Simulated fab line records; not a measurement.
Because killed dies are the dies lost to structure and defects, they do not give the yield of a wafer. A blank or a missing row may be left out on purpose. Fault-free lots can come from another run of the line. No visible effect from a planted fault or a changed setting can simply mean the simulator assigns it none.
Which tool was responsible? | flow n5_finfet | Sampling: 11 lots, 33 wafers, 5 of 1938 route steps

== WHAT EACH GAUGE READ, for each wafer ==
N5_BEOL_M13_INSPECT_55: inspects for defects (darkfield).
lot  | measured     | on                | raw_defect_count
L108 | day 12 03:12 | defect_inspect-02 | 163 111 92
L111 | day 14 05:13 | defect_inspect-01 | 46 127 55
L110 | day 14 09:42 | defect_inspect-01 | 81 46 75
L113 | day 15 08:42 | defect_inspect-02 | 32 43 41
L112 | day 15 09:03 | defect_inspect-01 | 31 35 44
L115 | day 16 01:32 | defect_inspect-02 | 55 64 59
L120 | day 16 22:48 | defect_inspect-02 | 71 53 98
L109 | day 17 03:47 | defect_inspect-02 | 57 80 73
L123 | day 17 11:45 | defect_inspect-02 | 43 45 56
L121 | day 18 08:46 | defect_inspect-02 | 92 57 96
L129 | day 18 21:40 | defect_inspect-02 | 100 73 92

== WHICH TOOL RAN EACH LOT (tool, then ch and the chambers of the sampled wafers, then the start) ==
lot  | N5_BEOL_M13_DEGAS_41         | N5_BEOL_M13_SPUTTER_43       | N5_BEOL_M13_SPUTTER_44       | N5_BEOL_M13_CMP_49
L108 | pvd_sputter-02, day 12 01:56 | pvd_sputter-02, day 12 02:01 | pvd_sputter-02, day 12 02:06 | cmp-02 ch 0,2,3, day 12 02:50
L111 | pvd_sputter-02, day 14 03:47 | pvd_sputter-02, day 14 03:52 | pvd_sputter-02, day 14 03:56 | cmp-03 ch 0,1, day 14 04:46
L110 | pvd_sputter-03, day 14 07:56 | pvd_sputter-03, day 14 08:01 | pvd_sputter-03, day 14 08:05 | cmp-02 ch 0,1,3, day 14 09:22
L113 | pvd_sputter-03, day 15 07:26 | pvd_sputter-03, day 15 07:31 | pvd_sputter-03, day 15 07:36 | cmp-02 ch 0,1,2, day 15 08:20
L112 | pvd_sputter-03, day 15 07:46 | pvd_sputter-03, day 15 07:50 | pvd_sputter-03, day 15 07:55 | cmp-04 ch 2,3, day 15 08:34
L115 | pvd_sputter-02, day 16 00:16 | pvd_sputter-02, day 16 00:21 | pvd_sputter-02, day 16 00:26 | cmp-04 ch 0,1,2, day 16 01:05
L120 | pvd_sputter-03, day 16 21:17 | pvd_sputter-03, day 16 21:22 | pvd_sputter-03, day 16 21:27 | cmp-02 ch 1,2,3, day 16 22:23
L109 | pvd_sputter-02, day 17 02:30 | pvd_sputter-02, day 17 02:35 | pvd_sputter-02, day 17 02:40 | cmp-04 ch 0,2, day 17 03:20
L123 | pvd_sputter-03, day 17 10:26 | pvd_sputter-03, day 17 10:31 | pvd_sputter-03, day 17 10:36 | cmp-03 ch 2,3, day 17 11:16
L121 | pvd_sputter-03, day 18 07:31 | pvd_sputter-03, day 18 07:35 | pvd_sputter-03, day 18 07:40 | cmp-04 ch 0,1, day 18 08:19
L129 | pvd_sputter-01, day 18 20:11 | pvd_sputter-01, day 18 20:16 | pvd_sputter-01, day 18 20:20 | cmp-02 ch 1,2, day 18 21:16
- N5_BEOL_M13_DEGAS_41: time 60 s.
- N5_BEOL_M13_SPUTTER_43: material TaN, target thk 15 nm, time 24.19 s.
- N5_BEOL_M13_SPUTTER_44: material Ta, target thk 10 nm, time 16.13 s.
- N5_BEOL_M13_CMP_49: polishes, stops on SiOC, t overpolish 17.1 s, target thk 420 nm.

== THE ANSWER, worked out from the rows above alone ==
Rule: usual is defined by the lots themselves. The widest of any qualifying gaps counts: lots, ordered by their means at a reading, are off when they make up no more than a third of the lots, leave a main group of 4 or more, and stand apart from it by 3 or more times the standard deviation of that group's means. If all means in a main group match to the digits the tables above print for the reading, that group is not used. A lot without any number at a reading at which 4 lots or more have one is off too. Where the step has rows for the other lots, those lots are counted as sound.
No lot is off on any of the readings shown, so nothing can be concluded from this.

== WHAT THE SIMULATOR HAD INSERTED ==
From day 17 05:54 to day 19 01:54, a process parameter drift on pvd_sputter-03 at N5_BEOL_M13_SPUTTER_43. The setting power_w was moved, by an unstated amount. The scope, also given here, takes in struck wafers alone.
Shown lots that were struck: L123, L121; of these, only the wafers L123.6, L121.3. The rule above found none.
